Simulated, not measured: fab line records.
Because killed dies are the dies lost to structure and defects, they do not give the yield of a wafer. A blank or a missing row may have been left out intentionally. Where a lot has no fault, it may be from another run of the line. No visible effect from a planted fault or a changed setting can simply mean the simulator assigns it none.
fab line records | flow n5-finfet
record lots=7 | wafers=39
route steps=1938 shown FIN_SAQP@130 DUMMY_GATE@215 SD_EPI_N@288
start-h: hours from the record's opening day to when the first of the lot's shown wafers began | wait-h: how many hours have passed since the lot's step before this one | " identical to the entry in the row above | L1.1+2: one row covering several wafers at once | - no value, or no start given | * or withheld: withheld | < > ~ a bound
route shown NAME@n: NAME is a module with steps in the file, n the number in the route of the first one | usual: the fault-free wafers' mean and standard deviation | same: alike in all rows | chamber/n: place in a boat | sites: per-site readings | _std_site: how widely they spread, as a standard deviation | _edge_site: the outer-site mean with the inner-site mean subtracted | radius-mm: how far each site lies from the wafer's centre | mask NAME#n: copy n | behind: tool/chamber where the wafer was last shaped | hold: why the lot was held/for how many hours/how that ended | device: transistor that didn't switch, given as n, p or np | end of line: tests of these same wafers at the route's end | a step without rows: its recipe alone | killed: count of dies lost to structure and defects at first sort (not the wafer's yield) | map: shows each die of a wafer: x if killed, . if not, _ if none is there
set.NAME: the setting the step ran with; set.NAME@STEP: the setting that earlier step ran with | model.NAME: the simulator's own value behind a step, which no gauge read
lots with deliberately changed settings; one table per step, one row per wafer
## steps
# step N5_FIN_SAQP_ETCH_65
# recipe chemistry=CF4 | target=SiO2 | target-depth-a=40 | ion-energy-ev=350 | time-s=4.4 | pressure-mtorr=10 | icp-w=800 | bias-w=400 | cf4-flow-sccm=80
lot.wafer | tool      | chamber | start-h | wait-h | set.time-s | model.etch.depth-nm
L076.1    | rie-si-05 | 0       | 36.78   | 0.1    | 4.4        | 3.887
L076.2    | "         | 3       | "       | "      | 4.4        | 4.365
L076.3    | "         | 1       | "       | "      | 4.4        | 4.124
L076.4    | "         | 3       | "       | "      | 3.892      | 3.83
L076.5    | "         | 0       | "       | "      | 3.892      | 3.449
L076.6    | "         | 1       | "       | "      | 3.892      | 3.659
L083.1    | rie-si-05 | 2       | 79.05   | 0.1    | 4.4        | 4.07
L083.2    | "         | 0       | "       | "      | 4.4        | 3.943
L083.3    | "         | 1       | "       | "      | 4.4        | 4.132
L083.4    | "         | 3       | "       | "      | 4.4        | 4.351
L083.5    | "         | 2       | "       | "      | 4.4        | 4.103
L083.6    | "         | 1       | "       | "      | 4.4        | 4.121
L086.1    | rie-si-05 | 1       | 97.31   | 0.1    | 4.74       | 4.434
L086.2    | "         | 0       | "       | "      | 4.4        | 3.994
L086.3    | "         | 2       | "       | "      | 4.74       | 4.462
L086.4    | "         | 3       | "       | "      | 4.74       | 4.664
L086.5    | "         | 3       | "       | "      | 4.4        | 4.372
L086.6    | "         | 0       | "       | "      | 4.4        | 3.992
L087.1    | rie-si-05 | 2       | 102.76  | 0.1    | 4.4        | 4.097
L087.2    | "         | 1       | "       | "      | 4.4        | 4.123
L087.3    | "         | 3       | "       | "      | 5.421      | 5.347
L087.4    | "         | 0       | "       | "      | 5.421      | 4.89
L087.5    | "         | 2       | "       | "      | 5.421      | 5.072
L087.6    | "         | 1       | "       | "      | 4.4        | 4.11
L088.2    | rie-si-05 | 1       | 108.46  | 0.1    | 4.4        | 4.158
L088.3    | "         | 3       | "       | "      | 4.4        | 4.351
L088.5    | "         | 0       | "       | "      | 4.4        | 3.996
L090.1    | rie-si-05 | 2       | 119.92  | 0.1    | 4.4        | 4.108
L090.2    | "         | 3       | "       | "      | 3.664      | 3.623
L090.3    | "         | 0       | "       | "      | 3.664      | 3.295
L090.4    | "         | 1       | "       | "      | 4.4        | 4.123
L090.5    | "         | 0       | "       | "      | 3.664      | 3.311
L090.6    | "         | 1       | "       | "      | 4.4        | 4.112
L097.1    | rie-si-03 | 1       | 162.59  | 0.1    | 4.4        | 4.236
L097.2    | "         | 0       | "       | "      | 3.723      | 3.307
L097.3    | "         | 3       | "       | "      | 3.723      | 3.483
L097.4    | "         | 2       | "       | "      | 4.4        | 4.179
L097.5    | "         | 1       | "       | "      | 4.4        | 4.21
L097.6    | "         | 0       | "       | "      | 3.723      | 3.285
# step N5_DUMMY_GATE_CVD_03
# recipe material=a-Si | target-thk-a=1500 | temp-c=530 | precursor=SiH4 | time-s=8042
lot.wafer | tool     | chamber | start-h | wait-h | set.temp-c | model.a-Si_of_DUMMY_GATE_CVD_03.thk-nm
L076.1    | -        | -       | -       | 0.1    | 520.7      | 118
L076.2+4  | "        | -       | "       | "      | 520.7      | 116.6
L076.3    | "        | -       | "       | "      | 520.7      | 116
L076.5    | "        | -       | "       | "      | 520.7      | 116.8
L076.6    | "        | -       | "       | "      | 520.7      | 116.2
L083.1+3  | -        | -       | -       | 0.1    | 530        | 148.8
L083.2    | "        | -       | "       | "      | 530        | 150.2
L083.4+5  | "        | -       | "       | "      | 530        | 149.8
L083.6    | "        | -       | "       | "      | 530        | 149
L086.1    | -        | -       | -       | 0.1    | 530        | 151
L086.2    | "        | -       | "       | "      | 530        | 151.2
L086.3    | "        | -       | "       | "      | 530        | 150
L086.4    | "        | -       | "       | "      | 530        | 149
L086.5    | "        | -       | "       | "      | 530        | 149.8
L086.6    | "        | -       | "       | "      | 530        | 151.6
L087.1+2  | -        | -       | -       | 0.1    | 548        | 246.4
L087.3    | "        | -       | "       | "      | 548        | 247.2
L087.4    | "        | -       | "       | "      | 548        | 245.4
L087.5    | "        | -       | "       | "      | 548        | 245
L087.6    | "        | -       | "       | "      | 548        | 245.2
L088.2    | lpcvd-01 | 0/70    | 121.38  | 0.1    | 530        | 150.8
L088.3    | "        | 0/75    | "       | "      | 530        | 149
L088.5    | "        | 0/84    | "       | "      | 530        | 149.6
L090.1    | -        | -       | -       | 0.1    | 530        | 150.4
L090.2    | "        | -       | "       | "      | 530        | 153
L090.3    | "        | -       | "       | "      | 530        | 151.8
L090.4    | "        | -       | "       | "      | 530        | 150.6
L090.5    | "        | -       | "       | "      | 530        | 151.6
L090.6    | "        | -       | "       | "      | 530        | 152.6
L097.1    | -        | -       | -       | 0.1    | 507.1      | 79.4
L097.2    | "        | -       | "       | "      | 507.1      | 77.8
L097.3    | "        | -       | "       | "      | 507.1      | 79
L097.4    | "        | -       | "       | "      | 507.1      | 77.6
L097.5    | "        | -       | "       | "      | 507.1      | 78.4
L097.6    | "        | -       | "       | "      | 507.1      | 78.8
# step N5_DUMMY_GATE_ETCH_31
# recipe chemistry=C4F6/O2 | target=SiO2 | mask-material=SOC | target-depth-a=825 | time-s=27.5 | ion-energy-ev=250 | pressure-mtorr=30 | source-w=345 | bias-w=185 | Ar_flow_sccm=300 | C4F6_flow_sccm=10 | O2_flow_sccm=10
lot.wafer | tool        | chamber | start-h | wait-h | set.target-depth-a | model.etch.depth-nm
L076.1    | rie-diel-03 | 0       | 61.33   | 0.1    | 825                | 82.95
L076.2    | "           | 3       | "       | "      | 825                | 81.89
L076.3    | "           | 1       | "       | "      | 825                | 80.9
L076.4    | "           | 2       | "       | "      | 825                | 84.05
L076.5    | "           | 3       | "       | "      | 825                | 81.87
L076.6    | "           | 0       | "       | "      | 825                | 83.59
L083.1    | rie-diel-04 | 3       | 105.09  | 0.0    | 825                | 82.58
L083.2    | "           | 0       | "       | "      | 855.6              | 86.88
L083.3    | "           | 1       | "       | "      | 855.6              | 88.6
L083.4    | "           | 0       | "       | "      | 825                | 83.04
L083.5    | "           | 3       | "       | "      | 855.6              | 86.65
L083.6    | "           | 1       | "       | "      | 825                | 85.88
L086.1    | rie-diel-04 | 3       | 119.29  | 0.0    | 757.2              | 75.81
L086.2    | "           | 1       | "       | "      | 757.2              | 78.03
L086.3    | "           | 2       | "       | "      | 757.2              | 76.32
L086.4    | "           | 0       | "       | "      | 825                | 82.59
L086.5    | "           | 0       | "       | "      | 825                | 82.17
L086.6    | "           | 1       | "       | "      | 825                | 84.91
L087.1    | rie-diel-04 | 1       | 124.71  | 0.0    | 825                | 85.05
L087.2    | "           | 0       | "       | "      | 825                | 82.93
L087.3    | "           | 3       | "       | "      | 825                | 82.39
L087.4    | "           | 2       | "       | "      | 825                | 84.31
L087.5    | "           | 2       | "       | "      | 825                | 83.4
L087.6    | "           | 3       | "       | "      | 825                | 82.88
L088.2    | rie-diel-04 | 2       | 130.45  | 0.1    | 825                | 84.1
L088.3    | "           | 3       | "       | "      | 825                | 82.26
L088.5    | "           | 2       | "       | "      | 825                | 83.47
L090.1    | rie-diel-01 | 0       | 141.80  | 0.0    | 729.5              | 71.36
L090.2    | "           | 2       | "       | "      | 825                | 85.48
L090.3    | "           | 3       | "       | "      | 729.5              | 70.98
L090.4    | "           | 1       | "       | "      | 729.5              | 74.53
L090.5    | "           | 3       | "       | "      | 825                | 80.96
L090.6    | "           | 0       | "       | "      | 825                | 80.69
L097.1    | rie-diel-04 | 2       | 184.32  | 0.1    | 825                | 81.44
L097.2    | "           | 3       | "       | "      | 825                | 82.08
L097.3    | "           | 1       | "       | "      | 825                | 84.78
L097.4    | "           | 0       | "       | "      | 825                | 81.98
L097.5    | "           | 2       | "       | "      | 825                | 81.55
L097.6    | "           | 3       | "       | "      | 825                | 81.31
# step N5_DUMMY_GATE_ETCH_32
# recipe chemistry=CF4 | target=SiO2 | target-depth-a=35 | time-s=3.9 | ion-energy-ev=350 | pressure-mtorr=10 | icp-w=800 | bias-w=400 | cf4-flow-sccm=80
lot.wafer | tool      | chamber | start-h | wait-h | set.time-s | model.etch.depth-nm
L076.1    | rie-si-06 | 0       | 61.58   | 0.1    | 3.551      | 3.165
L076.2    | "         | 3       | "       | "      | 3.551      | 3.121
L076.3    | "         | 2       | "       | "      | 3.9        | 3.555
L076.4    | "         | 1       | "       | "      | 3.551      | 3.088
L076.5    | "         | 2       | "       | "      | 3.9        | 3.557
L076.6    | "         | 1       | "       | "      | 3.9        | 3.422
L083.1    | rie-si-01 | 1       | 105.34  | 0.1    | 3.9        | 3.445
L083.2    | "         | 0       | "       | "      | 3.9        | 3.324
L083.3    | "         | 2       | "       | "      | 3.9        | 3.536
L083.4    | "         | 3       | "       | "      | 3.9        | 3.617
L083.5    | "         | 0       | "       | "      | 3.9        | 3.308
L083.6    | "         | 3       | "       | "      | 3.9        | 3.629
L086.1    | rie-si-02 | 0       | 119.54  | 0.1    | 3.9        | 3.521
L086.2    | "         | 1       | "       | "      | 3.9        | 3.54
L086.3    | "         | 3       | "       | "      | 4.744      | 4.208
L086.4    | "         | 1       | "       | "      | 4.744      | 4.305
L086.5    | "         | 3       | "       | "      | 3.9        | 3.465
L086.6    | "         | 0       | "       | "      | 4.744      | 4.287
L087.1    | rie-si-02 | 1       | 124.96  | 0.1    | 3.9        | 3.531
L087.2    | "         | 0       | "       | "      | 3.9        | 3.518
L087.3    | "         | 3       | "       | "      | 3.9        | 3.475
L087.4    | "         | 0       | "       | "      | 3.9        | 3.48
L087.5    | "         | 1       | "       | "      | 3.9        | 3.564
L087.6    | "         | 3       | "       | "      | 3.9        | 3.471
L088.2    | rie-si-06 | 3       | 130.69  | 0.1    | 3.9        | 3.427
L088.3    | "         | 2       | "       | "      | 3.9        | 3.509
L088.5    | "         | 1       | "       | "      | 3.9        | 3.372
L090.1    | rie-si-06 | 3       | 142.04  | 0.1    | 3.025      | 2.664
L090.2    | "         | 1       | "       | "      | 3.9        | 3.45
L090.3    | "         | 2       | "       | "      | 3.9        | 3.528
L090.4    | "         | 0       | "       | "      | 3.025      | 2.721
L090.5    | "         | 3       | "       | "      | 3.025      | 2.629
L090.6    | "         | 2       | "       | "      | 3.9        | 3.53
L097.1    | rie-si-02 | 0       | 184.56  | 0.1    | 3.9        | 3.532
L097.2    | "         | 2       | "       | "      | 3.056      | 2.758
L097.3    | "         | 1       | "       | "      | 3.9        | 3.501
L097.4    | "         | 3       | "       | "      | 3.056      | 2.723
L097.5    | "         | 0       | "       | "      | 3.9        | 3.554
L097.6    | "         | 1       | "       | "      | 3.056      | 2.754
# step N5_SD_EPI_N_EPI_21
# recipe material=Si:P | dopant=P | temp-c=680 | pressure-torr=255 | time-s=690
lot.wafer    | tool         | chamber | start-h | wait-h | set.pressure-torr | model.Si-P_of_SD_EPI_N_EPI_21.thk-nm
L076.1+2+3+6 | epi-rpcvd-04 | 0       | 64.85   | 0.1    | 255               | 57.8
L076.4       | "            | 0       | "       | "      | 255               | 58
L076.5       | "            | 0       | "       | "      | 255               | 58.4
L083.1+6     | epi-rpcvd-04 | 0       | 108.92  | 0.3    | 232.3             | 57
L083.2       | "            | 0       | "       | "      | 232.3             | 56.6
L083.3       | "            | 0       | "       | "      | 232.3             | 57.8
L083.4       | "            | 0       | "       | "      | 232.3             | 57.6
L083.5       | "            | 0       | "       | "      | 232.3             | 57.2
L086.1+6     | epi-rpcvd-02 | 0       | 123.08  | 0.1    | 234.8             | 58.2
L086.2       | "            | 0       | "       | "      | 234.8             | 58
L086.3+5     | "            | 0       | "       | "      | 234.8             | 57.8
L086.4       | "            | 0       | "       | "      | 234.8             | 57.6
L087.1       | epi-rpcvd-01 | 0       | 128.33  | 0.1    | 298.5             | 63.6
L087.2+5     | "            | 0       | "       | "      | 298.5             | 63
L087.3       | "            | 0       | "       | "      | 298.5             | 63.4
L087.4       | "            | 0       | "       | "      | 298.5             | 63.2
L087.6       | "            | 0       | "       | "      | 298.5             | 62.4
L088.2       | epi-rpcvd-01 | 0       | 134.21  | 0.4    | 255               | 59.4
L088.3       | "            | 0       | "       | "      | 255               | 58.8
L088.5       | "            | 0       | "       | "      | 255               | 58.2
L090.1       | epi-rpcvd-02 | 0       | 145.60  | 0.1    | 255               | 58.8
L090.2       | "            | 0       | "       | "      | 255               | 59.2
L090.3+5     | "            | 0       | "       | "      | 255               | 60.2
L090.4+6     | "            | 0       | "       | "      | 255               | 59.8
L097.1+4     | epi-rpcvd-02 | 0       | 188.36  | 0.2    | 255               | 59.6
L097.2       | "            | 0       | "       | "      | 255               | 60.4
L097.3       | "            | 0       | "       | "      | 255               | 59.4
L097.5       | "            | 0       | "       | "      | 255               | 59.2
L097.6       | "            | 0       | "       | "      | 255               | 59.8
## key
split step=N5_FIN_SAQP_ETCH_65 | setting=time-s | stated=4.4 | by=wafer
response step=N5_FIN_SAQP_ETCH_65 | reading=model.etch.depth-nm | change=+0.0453 | per=1% | r=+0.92
split step=N5_DUMMY_GATE_CVD_03 | setting=temp-c | stated=530 | by=lot
response step=N5_DUMMY_GATE_CVD_03 | reading=model.a-Si_of_DUMMY_GATE_CVD_03.thk-nm | change=+21.4 | per=1% | r=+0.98
split step=N5_DUMMY_GATE_ETCH_31 | setting=target-depth-a | stated=825 | by=wafer
response step=N5_DUMMY_GATE_ETCH_31 | reading=model.etch.depth-nm | change=+0.852 | per=1% | r=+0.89
split step=N5_DUMMY_GATE_ETCH_32 | setting=time-s | stated=3.9 | by=wafer
response step=N5_DUMMY_GATE_ETCH_32 | reading=model.etch.depth-nm | change=+0.0365 | per=1% | r=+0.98
split step=N5_SD_EPI_N_EPI_21 | setting=pressure-torr | stated=255 | by=lot
response step=N5_SD_EPI_N_EPI_21 | reading=model.Si-P_of_SD_EPI_N_EPI_21.thk-nm | change=+0.218 | per=1% | r=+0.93
